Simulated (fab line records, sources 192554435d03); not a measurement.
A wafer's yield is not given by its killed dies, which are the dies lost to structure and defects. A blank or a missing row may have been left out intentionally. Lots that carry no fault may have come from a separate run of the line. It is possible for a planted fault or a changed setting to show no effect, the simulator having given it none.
fab line records ; flow n5-finfet
record lots=5; wafers=15; last-day=17
route steps=1938 shown BEOL_M4@1099 BEOL_M5@1112 BEOL_M9@1446 PASSIVATION@1936
lots untouched by any fault: they come from a run of this same line in which no faults occurred
start-h: the number of hours between the record's first day and the start of the first shown wafer of the lot ; wait-h: time in hours since the lot's previous step ; " same as the row above ; L1.1+2: a single row standing in for several wafers ; - no value, or no start was given ; * or withheld: withheld ; < > ~ a bound
route shown NAME@n: a module of which the file shows steps, and the number in the route of the first ; usual: mean/standard deviation taken from wafers without a fault ; same: alike in all rows ; chamber/n: place in a boat ; sites: the reading at each site ; _std_site: their standard deviation ; _edge_site: inner sites' mean taken away from outer sites' mean ; radius-mm: for every site, how far away it sits from the centre of the wafer ; mask NAME#n: copy n ; behind: the most recent tool/chamber to have shaped the wafer ; hold: what put the lot on hold/how long, in hours/how the hold closed ; device: the n, p or np transistor that did not switch ; end of line: the tests these same wafers got at the end of their route ; step lacking rows: just its recipe ; killed: count of dies lost to structure and defects at first sort (not the wafer's yield) ; map: shows each die of a wafer: x if killed, . if not, _ if none is there
set.NAME: the run value of the setting; set.NAME@STEP: its run value at that earlier step ; model.NAME: the simulator's own value behind a step, which no gauge read
lots seen at some steps along the route; tables by step, rows by wafer
services: when a tool's chamber went out of use (start-h, in hours from the record's first day, below 0 if earlier), for how many hours, and the reason
## steps
# step N5_BEOL_M4_ANNEAL_95
# recipe temp-c=400; time-s=240; ambient=vacuum
# step N5_BEOL_M4_SPUTTER_96
# recipe material=Cu; target-thk-a=45; temp-c=-20; chamber-pressure-pa=0.07; power-w=withheld; time-s=8.29
# step N5_BEOL_M4_ECD_50
# recipe material=Cu; target-thk-a=3000
# step N5_BEOL_M4_ANNEAL_51
# recipe temp-c=225; time-s=90; ambient=N2
# step N5_BEOL_M4_CMP_52
# recipe stop-on=SiOC; t-overpolish-s=6.8; down-force-psi=1; platen-rpm=50; clearing-platen-down-force-psi=1.5; clearing-platen-rpm=50; post-cmp-clean=cu-alkaline; target-thk-nm=40; clearing-platen-pad-velocity-m-s=0.99484; pad-velocity-m-s=0.99484
# step N5_BEOL_M4_PRE_CLEAN_60
# recipe gas=NH3/H2; time-s=15; temp-c=*; rf-power-w=300
# step N5_BEOL_M4_CO_CAP_55
# recipe material=Co; target-thk-a=20; temp-c=200; precursor=CCTBA/H2; pressure-torr=30; time-s=102.1
# step N5_BEOL_M4_PRE_CLEAN_56
# recipe gas=NH3; time-s=15; temp-c=withheld; rf-power-w=300
# step N5_BEOL_M4_DEP_57
# recipe material=SiCN; target-thk-a=80; temp-c=withheld; precursor=3MS/NH3; pressure-torr=3; rf-w=202; time-s=14
# step N5_BEOL_M4_RC_MEAS_101
# usual DIBL_N=37.1/1.9; DIBL_P=37.2/2.3; IOFF_N=0.18/0.04; IOFF_P=0.23/0.044; ION_N=682/11; ION_P=468/8.6; SS_N=71.9/0.68; SS_P=73.5/0.74; VT_N=248/3.4; VT_P=-248/3.4
lot.wafer;tool;chamber;start-h;wait-h;DIBL_N[mV/V];DIBL_P[mV/V];IOFF_N[nA/um];IOFF_P[nA/um];ION_N[uA/um];ION_P[uA/um];SS_N[mV/dec];SS_P[mV/dec];VT_N[mV];VT_P[mV]
L850.1;prober-01;0;260.88;0.0;39.6;40.9;0.23;0.28;690;469;72.6;74.0;248;-246
L850.2;prober-01;0;260.88;0.0;36.0;36.7;0.16;0.22;664;466;71.7;73.6;249;-249
L850.5;prober-01;0;260.88;0.0;39.2;41.2;0.23;0.29;698;475;71.9;74.6;244;-245
L853.2;prober-01;0;276.37;0.2;37.3;36.2;0.18;0.19;671;449;72.3;73.6;248;-254
L853.5;prober-01;0;276.37;0.2;37.9;37.8;0.19;0.21;674;458;71.9;73.8;248;-254
L853.6;prober-01;0;276.37;0.2;36.8;35.0;0.16;0.18;662;448;72.9;73.7;251;-254
L852.3;prober-01;0;281.06;0.3;39.5;38.7;0.21;0.29;696;478;71.5;73.5;246;-246
L852.4;prober-01;0;281.06;0.3;38.5;36.9;0.18;0.25;687;475;71.7;73.5;248;-248
L852.5;prober-01;0;281.06;0.3;37.6;36.2;0.17;0.24;687;472;71.0;73.2;249;-248
L856.3;prober-01;0;295.12;0.3;34.1;35.1;0.15;0.22;681;469;71.5;73.1;248;-245
L856.4;prober-01;0;295.12;0.3;37.2;37.9;0.20;0.26;678;460;73.0;73.6;248;-246
L856.6;prober-01;0;295.12;0.3;35.9;37.0;0.18;0.25;687;474;71.4;73.4;249;-245
L855.1;prober-02;0;295.37;0.0;40.0;39.4;0.24;0.25;687;466;73.4;73.9;243;-250
L855.4;prober-02;0;295.37;0.0;39.3;39.9;0.23;0.27;700;475;72.2;74.8;246;-248
L855.6;prober-02;0;295.37;0.0;41.0;39.7;0.28;0.27;695;464;73.7;74.2;244;-248
# step N5_BEOL_M5_ILD_DEP_00
# recipe material=SiCOH_lowk; target-thk-a=1406.4; temp-c=300; precursor=DEMS/porogen; pressure-torr=5; rf-w=500; time-s=25.9
# step N5_BEOL_M5_CURE_79
# recipe temp-c=385; time-s=240; ambient=He/Ar; material=SiCOH_lowk
# step N5_BEOL_M5_PECVD_70
# recipe material=SiO2; target-thk-a=160; temp-c=400; precursor=TEOS/O2; pressure-torr=5.5; rf-w=450; teos-flow-sccm=53.8; gas=O2; flow-sccm=3000; time-s=18
# step N5_BEOL_M5_HM_DEP_02
# recipe material=TiN; target-thk-a=200; temp-c=25; chamber-pressure-pa=0.49996
# step N5_BEOL_M5_COAT_59
# recipe resist=SOC; temp-c=250; time-s=60; spin-rpm=1500; resist-thk-nm=60
# step N5_BEOL_M5_COAT_60
# recipe resist=SiARC; temp-c=220; time-s=60; spin-rpm=1500; resist-thk-nm=12
# step N5_BEOL_M5_COAT_71
# recipe resist=underlayer; temp-c=205; time-s=60; spin-rpm=1500; resist-thk-nm=5
# step N5_BEOL_M5_COAT_05
# recipe resist=CAR-EUV; spin-rpm=1500; resist-thk-nm=30
# step N5_BEOL_M5_EBR_07
# recipe solvent=PGMEA; ebr-width-mm=1.5
# step N5_BEOL_M5_SOFTBAKE_06
# recipe temp-c=110; time-s=60; resist=CAR-EUV
# step N5_BEOL_M5_EXPOSE_08
# recipe mask-id=M5; na=0.33; source-shape=annular; sigma-inner=0.4; sigma-outer=0.8; polarization=unpolarized; target-cd-nm=28; dose-mj=35.75
# step N5_BEOL_M5_PEB_09
# recipe peb-temp-c=100; peb-time-s=60; resist=CAR-EUV
# step N5_BEOL_M5_DEVELOP_10
# recipe develop-time-s=30; developer=TMAH; resist=CAR-EUV; rinse-liquid=surfactant-rinse; dry=air-spin; dev-temp-c=23
# step N5_BEOL_M5_DESCUM_16
# recipe chemistry=O2; time-s=7; source-power-w=50; bias-power-w=20; pressure-mtorr=20; rf-frequency-hz=2.712e+07; temp-c=40; resist=CAR-EUV; o2-flow-sccm=225
# step N5_BEOL_M5_ETCH_72
# recipe chemistry=N2/H2; target=underlayer; target-depth-a=65; mask-material=CAR-EUV; time-s=5.2; ion-energy-ev=200; pressure-mtorr=30; source-w=840; bias-w=150; n2-flow-sccm=200; h2-flow-sccm=200; ends=cleared
# step N5_BEOL_M5_ETCH_61
# recipe chemistry=CF4; target=SiARC; target-depth-a=156; mask-material=CAR-EUV; time-s=26; ion-energy-ev=80; pressure-mtorr=40; source-w=545; bias-w=36; Ar_flow_sccm=100; cf4-flow-sccm=100; ends=cleared
# step N5_BEOL_M5_ETCH_62
# recipe chemistry=N2/H2; target=SOC; target-depth-a=750; overetch-a=150; mask-material=SiARC; temp-c=40; time-s=112.5; ion-energy-ev=200; pressure-mtorr=30; source-w=840; bias-w=150; n2-flow-sccm=200; h2-flow-sccm=200
# step N5_BEOL_M5_STRIP_63
# recipe chemistry=N2/H2; temp-c=40; n2-flow-sccm=200; h2-flow-sccm=200; rf-frequency-hz=6e+07
# step N5_BEOL_M5_STRIP_73
# recipe chemistry=N2/H2; temp-c=40; n2-flow-sccm=200; h2-flow-sccm=200; rf-frequency-hz=6e+07
# step N5_BEOL_M5_STRIP_64
# recipe chemistry=CF4; resist=SiARC; power-w=300; bias-power-w=75; pressure-mtorr=50; cf4-flow-sccm=150; rf-frequency-hz=6e+07
# step N5_BEOL_M5_HM_OPEN_17
# recipe chemistry=Cl2/BCl3; target-depth-a=200; overetch-a=60; target=TiN; mask-material=SOC; ion-energy-ev=150; pressure-mtorr=10; icp-w=1000; bias-w=126; Cl2_flow_sccm=53.25; bcl3-flow-sccm=21.75; Ar_flow_sccm=25
# step N5_BEOL_M5_STRIP_19
# recipe chemistry=O2; power-w=400; temp-c=40; pressure-mtorr=30; rf-frequency-hz=6e+07; bias-power-w=0; overash-fraction=0.2; o2-flow-sccm=225
# step N5_BEOL_M5_COAT_65
# recipe resist=SOC; temp-c=250; time-s=60; spin-rpm=1500; resist-thk-nm=60
# step N5_BEOL_M5_COAT_66
# recipe resist=SiARC; temp-c=220; time-s=60; spin-rpm=1500; resist-thk-nm=12
# step N5_BEOL_M9_TRENCH_ETCH_37
# recipe chemistry=C4F6/O2; target-depth-a=1514.3; target=SiCOH_lowk; time-s=49; ion-energy-ev=250; pressure-mtorr=30; source-w=345; bias-w=185; Ar_flow_sccm=300; C4F6_flow_sccm=10; O2_flow_sccm=10
# usual C4F6_flow_sccm=10.00/0.031; O2_flow_sccm=10.01/0.03; drypump-motor-current-A=5.8/0.42; oes-product-au=0.79/0.058; rf-vpp-V=662/8.7; showerhead-plenum-p-Torr=2.87/0.11; throttle-valve-pct=20.90/0.28
lot.wafer;tool;chamber;start-h;wait-h;C4F6_flow_sccm;O2_flow_sccm;drypump-motor-current-A;oes-product-au;rf-hours-counter-h;rf-vpp-V;showerhead-plenum-p-Torr;throttle-valve-pct;model.TiN_of_BEOL_M9_HM_DEP_02.thk-nm
L850.1;rie-diel-02;2;309.11;-;-;-;-;-;-;-;-;-;20.2
L850.2;rie-diel-02;3;309.11;-;-;-;-;-;-;-;-;-;20
L850.5;rie-diel-02;0;309.11;-;-;-;-;-;-;-;-;-;20.2
L853.2;rie-diel-04;2;318.51;-;-;-;-;-;-;-;-;-;20.2
L853.5;rie-diel-04;2;318.51;-;-;-;-;-;-;-;-;-;19.8
L853.6;rie-diel-04;0;318.51;-;-;-;-;-;-;-;-;-;20
L852.3;rie-diel-02;1;325.05;-;-;-;-;-;-;-;-;-;20
L852.4;rie-diel-02;0;325.05;-;-;-;-;-;-;-;-;-;20
L852.5;rie-diel-02;2;325.05;-;-;-;-;-;-;-;-;-;20.2
L855.1;rie-diel-04;3;334.05;-;9.95;10.02;6.0;0.84;73;651;2.87;21.04;16
L855.4;rie-diel-04;2;334.05;-;9.99;10.03;5.3;0.77;-;657;2.73;21.05;15.8
L855.6;rie-diel-04;3;334.05;-;10.02;10.02;6.0;0.84;-;652;2.87;21.03;15.8
L856.3;rie-diel-02;3;336.99;-;9.99;10.00;5.9;0.78;112;663;3.00;20.59;15.6
L856.4;rie-diel-02;0;336.99;-;10.06;10.00;5.1;0.71;207;667;2.97;21.37;15.6
L856.6;rie-diel-02;2;336.99;-;9.97;10.03;6.5;0.74;-;654;2.72;21.28;15.4
# step N5_BEOL_M9_OCD_MEAS_38
# usual trench-depth-nm=150.8/2.3
lot.wafer;tool;chamber;start-h;wait-h;trench-depth-nm
L850.1;ocd-02;-;309.29;-;0.5
L850.2;ocd-02;-;309.29;-;0.2
L850.5;ocd-02;-;309.29;-;0.2
L853.2;ocd-02;-;318.68;-;0.3
L853.5;ocd-02;-;318.68;-;0
L853.6;ocd-02;-;318.68;-;0
L852.3;ocd-01;-;325.23;-;0.4
L852.4;ocd-01;-;325.23;-;0.2
L852.5;ocd-01;-;325.23;-;0
L855.1;ocd-02;-;334.22;-;153.7
L855.4;ocd-02;-;334.22;-;151.9
L855.6;ocd-02;-;334.22;-;155.5
L856.3;ocd-01;-;337.17;-;150.4
L856.4;ocd-01;-;337.17;-;150.9
L856.6;ocd-01;-;337.17;-;147.5
# step N5_BEOL_M9_CMP_52
# recipe stop-on=SiCOH_lowk; t-overpolish-s=7; down-force-psi=1; platen-rpm=50; clearing-platen-down-force-psi=1.5; clearing-platen-rpm=50; post-cmp-clean=cu-alkaline; target-thk-nm=140; clearing-platen-pad-velocity-m-s=0.99484; pad-velocity-m-s=0.99484
# usual edge-zone-pressure-frac=1.000/0.0049; motor-current-A=6.0/0.53
lot.wafer;tool;chamber;start-h;wait-h;edge-zone-pressure-frac;motor-current-A;model.Cu_of_BEOL_M9_ECD_50.thk-nm
L850.1;cmp-03;3;311.52;0.3;1.001;6.9;0
L850.2;cmp-03;0;311.52;0.3;1.005;5.4;0
L850.5;cmp-03;3;311.52;0.3;1.008;6.7;0
L853.2;cmp-04;2;320.55;0.2;0.999;5.1;2.4
L853.6;cmp-04;1;320.55;0.2;0.997;5.7;1.6
L853.5;cmp-04;2;320.55;0.2;0.999;5.0;1.2
L852.3;cmp-02;1;327.54;0.2;1.003;6.5;1
L852.4;cmp-02;3;327.54;0.2;1.003;6.2;0.4
L852.5;cmp-02;1;327.54;0.2;1.004;6.5;0.8
L855.4;cmp-03;2;336.63;0.2;1.000;6.3;139.6
L855.1;cmp-03;0;336.63;0.2;0.990;5.7;142.2
L855.6;cmp-03;2;336.63;0.2;0.996;6.3;143
L856.3;cmp-03;0;340.73;0.2;1.002;5.3;136.8
L856.4;cmp-03;1;340.73;0.2;1.003;5.8;138.6
L856.6;cmp-03;3;340.73;0.2;0.993;6.7;136.2
# step N5_PASSIVATION_PROBE_49
# usual defect-limited-yield=91.5/1.4; killed_at_M0_to_M3=32/9.7; killed_at_M4_up=14/5.3; killed-at-contacts=11/6; killed-at-front-end=39/14; killed-at-other=3.3/2.7; killed-dies=100/17; killed-on-rim=14/4; killed-open=66/13; killed-short=32/7.4; sort_bin_5_function=4.9/0.9; sort_bin_6_memory=3.2/0.72; sort-n-pass=1080/17; sort-yield-pct=91.5/1.4
# same gross-dies=1180; killed-at-back-side=0; sort_bin_4_leakage[%]=0; sort_bin_8_speed[%]=0
lot.wafer;tool;chamber;start-h;wait-h;defect-limited-yield[%];killed_at_M0_to_M3;killed_at_M4_up;killed-at-contacts;killed-at-front-end;killed-at-other;killed-dies;killed-on-rim;killed-open;killed-short;sort_bin_5_function[%];sort_bin_6_memory[%];sort-n-pass;sort-yield-pct[%]
L850.1;prober-02;-;367.85;0.0;0;28;1117;5;29;1;1180;152;44;20;97.5;2.4;0;0
L850.2;prober-02;-;367.90;0.1;0;39;1052;28;55;6;1180;152;96;36;95.2;4.0;0;0
L850.5;prober-02;-;368.05;0.2;0;19;1107;14;32;8;1180;152;62;17;97.6;2.3;0;0
L853.2;prober-02;-;377.50;0.1;0;28;1088;21;42;1;1180;152;62;47;95.3;4.2;0;0
L853.5;prober-02;-;377.65;0.2;0;31;1092;20;36;1;1180;152;67;29;96.7;2.9;0;0
L853.6;prober-02;-;377.70;0.3;0;26;1075;10;65;4;1180;152;75;38;95.7;3.3;0;0
L852.3;prober-01;-;382.48;0.1;0;27;1103;13;35;2;1180;152;63;24;96.9;2.8;0;0
L852.4;prober-01;-;382.53;0.2;0;29;1083;9;52;7;1180;152;72;31;95.7;4.2;0;0
L852.5;prober-01;-;382.58;0.2;0;35;1042;15;84;4;1180;152;107;40;94.1;5.6;0;0
# killed by level:class
L850.1 BEOL_M9:area-etch=1114 BEOL_M2:geometric-particle:open=9 GATE_CUT:geometric-particle:open=5 MOL_CONTACT_COAG:geometric-particle:open=5 BEOL_M0_SAQP:geometric-particle:short=5 BEOL_M3:geometric-particle:open=5 FIN_SAQP:geometric-particle:short=4 GATE_CUT:geometric-particle:short=4
L850.2 BEOL_M9:area-etch=1043 MOL_CONTACT_COAG:geometric-particle:open=24 FIN_SAQP:geometric-particle:open=17 STI_FIN_REVEAL:geometric-particle:open=10 BEOL_M3:geometric-particle:open=9 BEOL_M0_SAQP:geometric-particle:short=7 BEOL_M0_SAQP:geometric-particle:open=6 BEOL_M2:geometric-particle:open=6
L850.5 BEOL_M9:area-etch=1100 MOL_CONTACT_COAG:geometric-particle:open=13 DUMMY_GATE:geometric-particle:open=9 FIN_SAQP:geometric-particle:open=6 BEOL_M0:geometric-particle:open=6 STI_FIN_REVEAL:geometric-particle:open=5 PASS1_DEP:geometric-particle:open=5 BEOL_M4:geometric-particle:open=3
L853.2 BEOL_M9:area-etch=1071 MOL_CONTACT_COAG:geometric-particle:open=15 FIN_SAQP:geometric-particle:short=13 STI_FIN_REVEAL:geometric-particle:open=7 BEOL_M4:geometric-particle:open=7 BEOL_M1:geometric-particle:short=7 BEOL_M2:geometric-particle:open=7 MOL_CONTACT_COAG:geometric-particle:short=6
L853.5 BEOL_M9:area-etch=1084 MOL_CONTACT_COAG:geometric-particle:open=17 STI_FIN_REVEAL:geometric-particle:open=14 FIN_SAQP:geometric-particle:short=9 FIN_SAQP:geometric-particle:open=8 BEOL_M1:geometric-particle:short=7 BEOL_M2:geometric-particle:open=7 BEOL_M1:geometric-particle:open=5
L853.6 BEOL_M9:area-etch=1058 STI_FIN_REVEAL:geometric-particle:open=18 FIN_SAQP:geometric-particle:short=9 MOL_CONTACT_COAG:geometric-particle:open=9 HKMG_FIN:area-etch=9 FIN_SAQP:geometric-particle:open=8 BEOL_M1:geometric-particle:open=6 BEOL_M2:geometric-particle:open=5
L852.3 BEOL_M9:area-etch=1093 FIN_SAQP:geometric-particle:open=12 MOL_CONTACT_COAG:geometric-particle:open=12 STI_FIN_REVEAL:geometric-particle:open=7 BEOL_M0_SAQP:geometric-particle:open=6 BEOL_M0_SAQP:geometric-particle:short=6 BEOL_M2:geometric-particle:open=6 DUMMY_GATE:geometric-particle:open=5
L852.4 BEOL_M9:area-etch=1077 STI_FIN_REVEAL:geometric-particle:open=14 ILD0:geometric-particle:open=9 MOL_CONTACT_COAG:geometric-particle:open=8 BEOL_M0_SAQP:geometric-particle:open=8 BEOL_M3:geometric-particle:open=8 FIN_SAQP:geometric-particle:short=6 FIN_SAQP:geometric-particle:open=6
L852.5 BEOL_M9:area-etch=1033 FIN_SAQP:geometric-particle:open=25 STI_FIN_REVEAL:geometric-particle:open=20 MOL_CONTACT_COAG:geometric-particle:open=13 BEOL_M2:geometric-particle:open=10 FIN_SAQP:geometric-particle:short=7 ILD0:geometric-particle:short=6 ILD0:geometric-particle:open=6
# map L850.1 (x killed, . not)
_________________xxxxxxxxxxxx________________
______________xxxxxxxxxxxxxxxxxx_____________
___________xxxxxxxxxxxxxxxxxxxxxxxx__________
__________xxxxxxxxxxxxxxxxxxxxxxxxxx_________
________xxxxxxxxxxxxxxxxxxxxxxxxxxxxxx_______
_______xxxxxxxxxxxxxxxxxxxxxxxxxxxxxxxx______
______xxxxxxxxxxxxxxxxxxxxxxxxxxxxxxxxxx_____
_____xxxxxxxxxxxxxxxxxxxxxxxxxxxxxxxxxxxx____
____xxxxxxxxxxxxxxxxxxxxxxxxxxxxxxxxxxxxxx___
___xxxxxxxxxxxxxxxxxxxxxxxxxxxxxxxxxxxxxxxx__
___xxxxxxxxxxxxxxxxxxxxxxxxxxxxxxxxxxxxxxxx__
__xxxxxxxxxxxxxxxxxxxxxxxxxxxxxxxxxxxxxxxxxx_
__xxxxxxxxxxxxxxxxxxxxxxxxxxxxxxxxxxxxxxxxxx_
_xxxxxxxxxxxxxxxxxxxxxxxxxxxxxxxxxxxxxxxxxxxx
_xxxxxxxxxxxxxxxxxxxxxxxxxxxxxxxxxxxxxxxxxxxx
_xxxxxxxxxxxxxxxxxxxxxxxxxxxxxxxxxxxxxxxxxxxx
_xxxxxxxxxxxxxxxxxxxxxxxxxxxxxxxxxxxxxxxxxxxx
_xxxxxxxxxxxxxxxxxxxxxxxxxxxxxxxxxxxxxxxxxxxx
_xxxxxxxxxxxxxxxxxxxxxxxxxxxxxxxxxxxxxxxxxxxx
_xxxxxxxxxxxxxxxxxxxxxxxxxxxxxxxxxxxxxxxxxxxx
_xxxxxxxxxxxxxxxxxxxxxxxxxxxxxxxxxxxxxxxxxxxx
__xxxxxxxxxxxxxxxxxxxxxxxxxxxxxxxxxxxxxxxxxx_
__xxxxxxxxxxxxxxxxxxxxxxxxxxxxxxxxxxxxxxxxxx_
___xxxxxxxxxxxxxxxxxxxxxxxxxxxxxxxxxxxxxxxx__
___xxxxxxxxxxxxxxxxxxxxxxxxxxxxxxxxxxxxxxxx__
____xxxxxxxxxxxxxxxxxxxxxxxxxxxxxxxxxxxxxx___
_____xxxxxxxxxxxxxxxxxxxxxxxxxxxxxxxxxxxx____
______xxxxxxxxxxxxxxxxxxxxxxxxxxxxxxxxxx_____
_______xxxxxxxxxxxxxxxxxxxxxxxxxxxxxxxx______
________xxxxxxxxxxxxxxxxxxxxxxxxxxxxxx_______
__________xxxxxxxxxxxxxxxxxxxxxxxxxx_________
___________xxxxxxxxxxxxxxxxxxxxxxxx__________
______________xxxxxxxxxxxxxxxxxx_____________
_________________xxxxxxxxxxxx________________
# map L852.3 (x killed, . not)
_________________xxxxxxxxxxxx________________
______________xxxxxxxxxxxxxxxxxx_____________
___________xxxxxxxxxxxxxxxxxxxxxxxx__________
__________xxxxxxxxxxxxxxxxxxxxxxxxxx_________
________xxxxxxxxxxxxxxxxxxxxxxxxxxxxxx_______
_______xxxxxxxxxxxxxxxxxxxxxxxxxxxxxxxx______
______xxxxxxxxxxxxxxxxxxxxxxxxxxxxxxxxxx_____
_____xxxxxxxxxxxxxxxxxxxxxxxxxxxxxxxxxxxx____
____xxxxxxxxxxxxxxxxxxxxxxxxxxxxxxxxxxxxxx___
___xxxxxxxxxxxxxxxxxxxxxxxxxxxxxxxxxxxxxxxx__
___xxxxxxxxxxxxxxxxxxxxxxxxxxxxxxxxxxxxxxxx__
__xxxxxxxxxxxxxxxxxxxxxxxxxxxxxxxxxxxxxxxxxx_
__xxxxxxxxxxxxxxxxxxxxxxxxxxxxxxxxxxxxxxxxxx_
_xxxxxxxxxxxxxxxxxxxxxxxxxxxxxxxxxxxxxxxxxxxx
_xxxxxxxxxxxxxxxxxxxxxxxxxxxxxxxxxxxxxxxxxxxx
_xxxxxxxxxxxxxxxxxxxxxxxxxxxxxxxxxxxxxxxxxxxx
_xxxxxxxxxxxxxxxxxxxxxxxxxxxxxxxxxxxxxxxxxxxx
_xxxxxxxxxxxxxxxxxxxxxxxxxxxxxxxxxxxxxxxxxxxx
_xxxxxxxxxxxxxxxxxxxxxxxxxxxxxxxxxxxxxxxxxxxx
_xxxxxxxxxxxxxxxxxxxxxxxxxxxxxxxxxxxxxxxxxxxx
_xxxxxxxxxxxxxxxxxxxxxxxxxxxxxxxxxxxxxxxxxxxx
__xxxxxxxxxxxxxxxxxxxxxxxxxxxxxxxxxxxxxxxxxx_
__xxxxxxxxxxxxxxxxxxxxxxxxxxxxxxxxxxxxxxxxxx_
___xxxxxxxxxxxxxxxxxxxxxxxxxxxxxxxxxxxxxxxx__
___xxxxxxxxxxxxxxxxxxxxxxxxxxxxxxxxxxxxxxxx__
____xxxxxxxxxxxxxxxxxxxxxxxxxxxxxxxxxxxxxx___
_____xxxxxxxxxxxxxxxxxxxxxxxxxxxxxxxxxxxx____
______xxxxxxxxxxxxxxxxxxxxxxxxxxxxxxxxxx_____
_______xxxxxxxxxxxxxxxxxxxxxxxxxxxxxxxx______
________xxxxxxxxxxxxxxxxxxxxxxxxxxxxxx_______
__________xxxxxxxxxxxxxxxxxxxxxxxxxx_________
___________xxxxxxxxxxxxxxxxxxxxxxxx__________
______________xxxxxxxxxxxxxxxxxx_____________
_________________xxxxxxxxxxxx________________
## services
tool;chamber;start-h;hours;kind
rie-diel-04;2;293.66;8.2;repair
rie-diel-04;1;317.63;-;clean
rie-diel-04;1;317.63;-;consumable-replace:focus-ring
rie-diel-04;1;317.63;25.8;scheduled-down
rie-diel-04;1;317.63;25.8;vent-cycle
cmp-04;-;320.90;7.0;repair
cmp-04;-;332.15;4.0;pm
cmp-04;-;336.15;-;consumable-replace:conditioner
cmp-04;-;336.15;-;consumable-replace:pad
## key
first-sign step=N5_BEOL_M9_TRENCH_ETCH_37; reading=tool-record; direction=missing
effect step=N5_BEOL_M9_OCD_MEAS_38; reading=trench-depth-nm; direction=down; sigmas=64; usual=150.8; struck=0.2
effect step=N5_PASSIVATION_PROBE_49; reading=killed_at_M4_up; direction=up; sigmas=99+; usual=14; struck=1084
model-effect step=N5_BEOL_M9_TRENCH_ETCH_37; value=TiN_of_BEOL_M9_HM_DEP_02.thk-nm; without=15.87; struck=20.07
model-effect step=N5_BEOL_M9_CMP_52; value=Cu_of_BEOL_M9_ECD_50.thk-nm; without=140.4; struck=0.8222
more-kills-born-at N5_BEOL_M9_TRENCH_ETCH_37@rie-diel-02=6460; N5_BEOL_M9_TRENCH_ETCH_37@rie-diel-04=3213
met-at N5_BEOL_M9_TRENCH_ETCH_37
struck-wafers L850.1,L850.2,L850.5,L852.3,L852.4,L852.5,L853.2,L853.5,L853.6
later-rows-left-out L850.1,L850.2,L850.5,L852.3,L852.4,L852.5,L853.2,L853.5,L853.6
fault kind=skipped-step-whole; tool=rie-diel-02,rie-diel-04; chamber=-; onset-h=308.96; steps=N5_BEOL_M9_TRENCH_ETCH_37; scope=struck-lots-only
# later-rows-left-out: the simulator's readings of these wafers behind a module that went badly wrong aren't trusted and aren't shown, but for the sort
